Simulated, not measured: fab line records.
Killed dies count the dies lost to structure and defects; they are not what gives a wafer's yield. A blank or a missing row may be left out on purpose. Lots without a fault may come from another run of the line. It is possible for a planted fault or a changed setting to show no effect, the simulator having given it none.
A struck lot beside a sound one | flow n5Finfet | 16 out of 1938 route steps
Sound: the wafers L825.1, L825.2, L825.3. Struck: wafers L838.4, L838.5. (L838.2 of the same lot was not struck and is left out.) The cause comes at the end.
At each step with rows: each side's tool, then ch and its chambers, then its first start. Under that, the readings that differ: sound wafers | struck wafers | difference of the means | sigmas: that difference in standard deviations of wafers without a fault.
alike: readings whose means differ by less than 2 such deviations, and words and numbers that are the same on both sides. not compared: withheld readings, readings that some wafer has no value for, bounds like >300 that may hide the same value, and numbers for which the record gives no deviation and whose values overlap.
A row with sigmas, a row that says differs or no value, or rows on one side alone: a step with any of these is where the two part. Non-overlapping numbers with no deviation appear without sigmas and do not part them. A reading missing from all wafers of one side parts the sides only when that side holds two or more wafers.

first, 1 step without rows for these wafers: N5_BEOL_M2_STRIP_36 (strips in N2/H2).
N5_BEOL_M2_TRENCH_ETCH_37: etches SiOC in C4F6/O2, target depth 55.555 nm, time 29.2 s.
  sound on rieDiel-02 ch 1,2,3; struck on rieDiel-03 ch 1,2
reading             | sound      | struck | difference                    | sigmas
rfHoursCounterH (h) | 53 199 241 | - -    | no value on the struck wafers | 
  alike: C4F6_flow_sccm, drypumpMotorCurrentA, mfcArSccm, oesProductAu, rfFwdPowerW, rfVppV, showerheadPlenumPTorr, throttleValvePct
N5_BEOL_M2_ETCH_41: etches SiCN in CH3F/O2, target depth 29.9 nm, time 52.5 s.
  sound on rieDiel-02 ch 1,2,3; struck on rieDiel-03 ch 1,2
reading             | sound      | struck | difference                    | sigmas
rfHoursCounterH (h) | 53 199 241 | - -    | no value on the struck wafers | 
  alike: CH3F_flow_sccm, drypumpMotorCurrentA, mfcArSccm, oesProductAu, rfFwdPowerW, rfVppV, showerheadPlenumPTorr, throttleValvePct
then, 1 step without rows for these wafers: N5_BEOL_M2_STRIP_97 (strips in N2/H2, time 10 s).
N5_BEOL_M2_OCD_MEAS_38:
  struck on ocd-02, day 10 11:23; sound on ocd-02, day 6 23:10
  alike: trenchDepthNm
then, 4 steps without rows for these wafers: N5_BEOL_M2_HM_STRIP_39 (strips TiN in peroxide tin strip, target depth 25 nm, time 158 s); N5_BEOL_M2_SRD_40 (time 30 s); N5_BEOL_M2_PRECLEAN_42 (cleans in residue remover, time 60 s); N5_BEOL_M2_SRD_43 (time 30 s).
N5_BEOL_M2_CD_MEAS_35: target cd 18 nm, target cd y 22.2 nm.
  struck on cdSem-03, day 10 11:32; sound on cdSem-02, day 6 23:19
  alike: cdNm
N5_BEOL_M2_DEGAS_44: time 60 s.
  struck on pvdSputter-01, day 10 11:56; sound on pvdSputter-03, day 6 23:29
  alike: heaterPowerW
N5_BEOL_M2_PRE_CLEAN_45: time 30 s.
  struck on pvdSputter-01, day 10 11:59; sound on pvdSputter-03, day 6 23:32
  alike: heaterPowerW
N5_BEOL_M2_ALD_84: deposits TaN, pulse time 2 s, purge time 3 s, co reactant purge time 2 s.
  sound on aldMetal-04 ch 1,2,3, day 6 23:37; struck on aldMetal-02 ch 1,3, day 10 12:02
reading   | sound    | struck | difference | sigmas
aldCycles | 30 30 30 | 32 32  | +2         | 
  alike: heaterPowerOuterW, heaterPowerW
N5_BEOL_M2_SURFACE_TREAT_85:
  struck on pvdSputter-02, day 10 12:17; sound on pvdSputter-02, day 6 23:53
  not compared: throttleValvePct
N5_BEOL_M4_RC_MEAS_101:
  sound on prober-02 ch 0, day 8 16:25; struck on prober-01 ch 0, day 11 20:25
  alike: DIBL_N, DIBL_P, IOFF_N, IOFF_P, ION_N, ION_P, SS_N, SS_P, VT_N, VT_P
-- here the record skips 4 days between the struck wafers' starts before and after, leaving off in module BEOL_M4 and picking up in module PASSIVATION (first step shown: number 1936 of the route) --
N5_PASSIVATION_PROBE_49:
  struck on prober-02, day 15 19:42; sound on prober-01, day 13 14:56
reading                 | sound          | struck    | difference | sigmas
defectLimitedYield (%)  | 85.8 86.7 91.2 | 92.1 92.6 | +4.4       | +3
killedAtContacts        | 37 17 26       | 14 3      | -18        | -3
killedDies              | 167 157 104    | 93 87     | -53        | -3
killedOpen              | 126 107 68     | 58 57     | -43        | -3
sort_bin_5_function (%) | 9.2 6.9 5.5    | 5.0 4.5   | -2.5       | -2
sort_bin_6_memory (%)   | 4.6 5.7 3.1    | 2.8 2.3   | -1.9       | -3
sortNPass               | 1013 1023 1076 | 1087 1093 | +53        | +3
sortYieldPct (%)        | 85.8 86.7 91.2 | 92.1 92.6 | +4.4       | +3
  alike: killed_at_M0_to_M3, killed_at_M4_up, killedAtFrontEnd, killedAtOther, killedShort

## WHERE THEY PART
Earliest at N5_BEOL_M2_TRENCH_ETCH_37; latest, in this record, at N5_PASSIVATION_PROBE_49.

WHY: what the simulator had put in
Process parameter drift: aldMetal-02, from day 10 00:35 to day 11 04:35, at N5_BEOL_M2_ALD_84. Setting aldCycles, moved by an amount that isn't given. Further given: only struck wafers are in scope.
